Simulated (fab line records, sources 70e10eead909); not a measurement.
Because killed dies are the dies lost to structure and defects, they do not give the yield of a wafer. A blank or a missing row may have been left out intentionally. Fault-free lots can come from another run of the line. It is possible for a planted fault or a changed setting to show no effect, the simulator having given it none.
The tool behind it: which one? / flow nand_harc / 12 lots with 36 wafers sampled at 6 steps, on a route of 1302 steps

WHAT EACH GAUGE READ, for each wafer
NHARC_P_M0_INSPECT_27. Usual: raw_defect_count 326, standard deviation 180.
lot=L886; measured=day 6 08:03; on=defect_inspect-02; raw_defect_count=227 264 378; flag=
lot=L888; measured=day 7 08:16; on=defect_inspect-02; raw_defect_count=235 225 327; flag=
lot=L889; measured=day 7 16:32; on=defect_inspect-02; raw_defect_count=480 372 254; flag=
lot=L891; measured=day 8 10:46; on=defect_inspect-01; raw_defect_count=495 857 474; flag=
lot=L892; measured=day 8 22:55; on=defect_inspect-02; raw_defect_count=584 345 440; flag=
lot=L893; measured=day 9 12:26; on=defect_inspect-02; raw_defect_count=242 190 278; flag=
lot=L895; measured=day 10 08:59; on=defect_inspect-02; raw_defect_count=253 114 342; flag=
lot=L898; measured=day 11 13:00; on=defect_inspect-02; raw_defect_count=358 479 242; flag=
lot=L900; measured=day 12 03:56; on=defect_inspect-01; raw_defect_count=248 177 187; flag=
lot=L905; measured=day 14 13:57; on=defect_inspect-01; raw_defect_count=185 187 203; flag=
lot=L907; measured=day 15 08:35; on=defect_inspect-01; raw_defect_count=250 192 451; flag=
lot=L908; measured=day 15 15:47; on=defect_inspect-01; raw_defect_count=433 267 235; flag=

NHARC_P_M1_CD_MEAS_09: the cd target is 130 nm. Usual: cd_nm 130.3 nm, standard deviation 0.76.
lot=L886; measured=day 6 09:26; on=cd_sem-01; cd_nm (nm)=131.4 132.0 131.2; flag=
lot=L888; measured=day 7 09:41; on=cd_sem-01; cd_nm (nm)=130.5 130.7 131.1; flag=
lot=L889; measured=day 7 17:47; on=cd_sem-01; cd_nm (nm)=128.8 129.7 131.0; flag=
lot=L891; measured=day 8 12:10; on=cd_sem-03; cd_nm (nm)=131.0 131.7 130.7; flag=
lot=L892; measured=day 9 00:18; on=cd_sem-03; cd_nm (nm)=121.8 120.7 121.1 121.6 120.7 120.8; flag=OFF
lot=L893; measured=day 9 13:50; on=cd_sem-01; cd_nm (nm)=129.3 129.6 130.5; flag=
lot=L895; measured=day 10 10:26; on=cd_sem-03; cd_nm (nm)=122.8 123.4 123.1 123.0 123.4 123.3; flag=OFF
lot=L898; measured=day 11 14:24; on=cd_sem-02; cd_nm (nm)=130.1 129.8 130.7; flag=
lot=L900; measured=day 12 05:20; on=cd_sem-02; cd_nm (nm)=131.1 130.5 130.3; flag=
lot=L905; measured=day 14 15:20; on=cd_sem-03; cd_nm (nm)=130.6 129.8 129.5; flag=
lot=L907; measured=day 15 09:59; on=cd_sem-02; cd_nm (nm)=130.1 129.8 129.6; flag=
lot=L908; measured=day 15 17:11; on=cd_sem-03; cd_nm (nm)=129.9 131.5 130.6; flag=

NHARC_P_M1_INSPECT_11. Usual: raw_defect_count 4.6, standard deviation 2.5.
lot=L886; measured=day 6 09:34; on=defect_inspect-01; raw_defect_count=6 10 6; flag=
lot=L888; measured=day 7 09:49; on=defect_inspect-02; raw_defect_count=5 6 3; flag=
lot=L889; measured=day 7 17:55; on=defect_inspect-01; raw_defect_count=4 8 8; flag=
lot=L891; measured=day 8 12:18; on=defect_inspect-01; raw_defect_count=4 10 6; flag=
lot=L892; measured=day 9 05:16; on=defect_inspect-01; raw_defect_count=3 5 1; flag=
lot=L893; measured=day 9 13:58; on=defect_inspect-02; raw_defect_count=3 4 9; flag=
lot=L895; measured=day 10 12:12; on=defect_inspect-01; raw_defect_count=6 4 3; flag=
lot=L898; measured=day 11 14:31; on=defect_inspect-01; raw_defect_count=7 2 4; flag=
lot=L900; measured=day 12 05:28; on=defect_inspect-01; raw_defect_count=8 6 3; flag=
lot=L905; measured=day 14 15:29; on=defect_inspect-01; raw_defect_count=3 1 3; flag=
lot=L907; measured=day 15 10:07; on=defect_inspect-01; raw_defect_count=6 5 2; flag=
lot=L908; measured=day 15 17:18; on=defect_inspect-01; raw_defect_count=2 6 2; flag=

NHARC_END_SORT_01. Usual: defect_limited_yield is 90 % with standard deviation 3.8, killed_at_array is 61 with standard deviation 26, killed_at_other is 0.8 with standard deviation 1.1, killed_at_periphery is 4.0 with standard deviation 2.6, killed_dies is 66 with standard deviation 26, killed_open is 3.1 with standard deviation 1.7, and killed_short is 2.5 with standard deviation 1.5.
lot=L888; measured=day 24 23:29; on=prober-01; defect_limited_yield (%)=95 95 96; killed_at_array=29 25 24; killed_at_other=1 0 0; killed_at_periphery=6 7 4; killed_dies=36 32 28; killed_open=7 4 3; killed_short=3 4 2; flag=
lot=L892; measured=day 27 02:58; on=prober-01; defect_limited_yield (%)=84 82 84; killed_at_array=94 118 99; killed_at_other=0 0 0; killed_at_periphery=11 5 8; killed_dies=105 123 107; killed_open=0 8 4; killed_short=2 2 2; flag=
lot=L895; measured=day 28 19:53; on=prober-01; defect_limited_yield (%)=92 92 92; killed_at_array=48 50 54; killed_at_other=1 0 0; killed_at_periphery=4 2 3; killed_dies=53 52 57; killed_open=5 0 3; killed_short=2 2 3; flag=
lot=L900; measured=day 30 15:26; on=prober-01; defect_limited_yield (%)=95 96 94; killed_at_array=26 23 39; killed_at_other=0 0 0; killed_at_periphery=5 4 4; killed_dies=31 27 43; killed_open=3 5 6; killed_short=3 2 0; flag=
lot=L905; measured=day 33 04:27; on=prober-01; defect_limited_yield (%)=93 94 92; killed_at_array=44 38 50; killed_at_other=3 1 1; killed_at_periphery=2 0 2; killed_dies=49 39 53; killed_open=5 1 2; killed_short=1 4 1; flag=

TOOL THAT RAN EACH LOT (tool first, then ch and the chambers of the sampled wafers, then the start)
lot=L886; NHARC_P_M0_DEGAS_28=pvd_sputter-01, day 6 06:30; NHARC_P_M1_EXPOSE_06=arfi_scanner-01 ch 0, day 6 09:19
lot=L888; NHARC_P_M0_DEGAS_28=pvd_sputter-02, day 7 06:32; NHARC_P_M1_EXPOSE_06=arfi_scanner-01 ch 0, day 7 09:33
lot=L889; NHARC_P_M0_DEGAS_28=pvd_sputter-03, day 7 14:59; NHARC_P_M1_EXPOSE_06=arfi_scanner-01 ch 0, day 7 17:39
lot=L891; NHARC_P_M0_DEGAS_28=pvd_sputter-01, day 8 09:13; NHARC_P_M1_EXPOSE_06=arfi_scanner-02 ch 0, day 8 12:02
lot=L892; NHARC_P_M0_DEGAS_28=pvd_sputter-02, day 8 21:22; NHARC_P_M1_EXPOSE_06=arfi_scanner-01 ch 0, day 9 00:10
lot=L893; NHARC_P_M0_DEGAS_28=pvd_sputter-01, day 9 10:52; NHARC_P_M1_EXPOSE_06=arfi_scanner-02 ch 0, day 9 13:42
lot=L895; NHARC_P_M0_DEGAS_28=pvd_sputter-01, day 10 07:26; NHARC_P_M1_EXPOSE_06=arfi_scanner-01 ch 0, day 10 10:17
lot=L898; NHARC_P_M0_DEGAS_28=pvd_sputter-02, day 11 11:25; NHARC_P_M1_EXPOSE_06=arfi_scanner-03 ch 0, day 11 14:16
lot=L900; NHARC_P_M0_DEGAS_28=pvd_sputter-03, day 12 02:23; NHARC_P_M1_EXPOSE_06=arfi_scanner-02 ch 0, day 12 05:12
lot=L905; NHARC_P_M0_DEGAS_28=pvd_sputter-02, day 14 12:22; NHARC_P_M1_EXPOSE_06=arfi_scanner-02 ch 0, day 14 15:13
lot=L907; NHARC_P_M0_DEGAS_28=pvd_sputter-02, day 15 07:01; NHARC_P_M1_EXPOSE_06=arfi_scanner-02 ch 0, day 15 09:51
lot=L908; NHARC_P_M0_DEGAS_28=pvd_sputter-02, day 15 14:14; NHARC_P_M1_EXPOSE_06=arfi_scanner-03 ch 0, day 15 17:02
- NHARC_P_M0_DEGAS_28: time 60 s.
- NHARC_P_M1_EXPOSE_06: exposes mask P M1, target cd 130 nm.

AS READ BY THE TOOLS THEMSELVES (means over the sampled wafers that have a number; for cases with no such wafer, the mark the record gives instead)
NHARC_P_M0_DEGAS_28. Usual: heater_power_w 337 W, standard deviation 27.
lot=L886; tool=pvd_sputter-01; heater_power_w (W)=366; flag=
lot=L888; tool=pvd_sputter-02; heater_power_w (W)=323; flag=
lot=L889; tool=pvd_sputter-03; heater_power_w (W)=339; flag=
lot=L891; tool=pvd_sputter-01; heater_power_w (W)=363; flag=
lot=L892; tool=pvd_sputter-02; heater_power_w (W)=322; flag=
lot=L893; tool=pvd_sputter-01; heater_power_w (W)=353; flag=
lot=L895; tool=pvd_sputter-01; heater_power_w (W)=358; flag=
lot=L898; tool=pvd_sputter-02; heater_power_w (W)=314; flag=
lot=L900; tool=pvd_sputter-03; heater_power_w (W)=337; flag=
lot=L905; tool=pvd_sputter-02; heater_power_w (W)=338; flag=
lot=L907; tool=pvd_sputter-02; heater_power_w (W)=337; flag=
lot=L908; tool=pvd_sputter-02; heater_power_w (W)=328; flag=

NHARC_P_M1_EXPOSE_06. Usual: exposure_dose_mJ_cm2 81.77, standard deviation 0.089.
lot=L886 tool=arfi_scanner-01 exposure_dose_mJ_cm2=81.73 flag=
lot=L888 tool=arfi_scanner-01 exposure_dose_mJ_cm2=81.89 flag=
lot=L889 tool=arfi_scanner-01 exposure_dose_mJ_cm2=81.76 flag=
lot=L891 tool=arfi_scanner-02 exposure_dose_mJ_cm2=81.84 flag=
lot=L892 tool=arfi_scanner-01 exposure_dose_mJ_cm2=70.40 flag=OFF
lot=L893 tool=arfi_scanner-02 exposure_dose_mJ_cm2=81.85 flag=
lot=L895 tool=arfi_scanner-01 exposure_dose_mJ_cm2=72.59 flag=OFF
lot=L898 tool=arfi_scanner-03 exposure_dose_mJ_cm2=81.67 flag=
lot=L900 tool=arfi_scanner-02 exposure_dose_mJ_cm2=81.89 flag=
lot=L905 tool=arfi_scanner-02 exposure_dose_mJ_cm2=81.80 flag=
lot=L907 tool=arfi_scanner-02 exposure_dose_mJ_cm2=81.80 flag=
lot=L908 tool=arfi_scanner-03 exposure_dose_mJ_cm2=81.77 flag=

THE ANSWER, worked out from the rows above alone
Rule: take the mean of a lot's wafers that have a number; if it is more than 3 standard deviations from the usual mean, the lot is off. A lot without any number at a reading at which 4 lots or more have one is off too. Any other lot the step has rows for is counted as sound. Order of review: gauges by route order, followed by the tools' own readings, for which a lot's mean as printed above is used. The first step at which some lot is off is used, and at that step the reading that is off furthest; a lot without a number counts as furthest.
Off: L892, L895, at NHARC_P_M1_CD_MEAS_09 (cd_nm).
A tool fits if, at a process step before that reading, it ran every lot that is off, and no sound lot after the first of them. Not tried: the gauges at NHARC_P_M1_CD_MEAS_09; whatever is off there is also off at NHARC_P_M1_EXPOSE_06, on other tools, and gauge error can't account for it. One candidate fits, namely arfi_scanner-01 at NHARC_P_M1_EXPOSE_06. A fault onset in the window from L889 (day 7 17:39, its last sound lot) to L892 (day 9 00:10, its first lot off) fits.
The tool's own readings at NHARC_P_M1_EXPOSE_06 bear it out: on the lots that are off they differ by more than 5 times the standard deviation of the sound lots' means. exposure_dose_mJ_cm2 reads 71.50 there against 81.80 on the sound lots.

WHAT THE SIMULATOR PUT IN
Process parameters drifting: arfi_scanner-01 at NHARC_P_M1_EXPOSE_06, beginning at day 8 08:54. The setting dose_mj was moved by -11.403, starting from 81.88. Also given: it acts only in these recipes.
Struck lots among those shown: L892, L895. This agrees with what the rule above found.
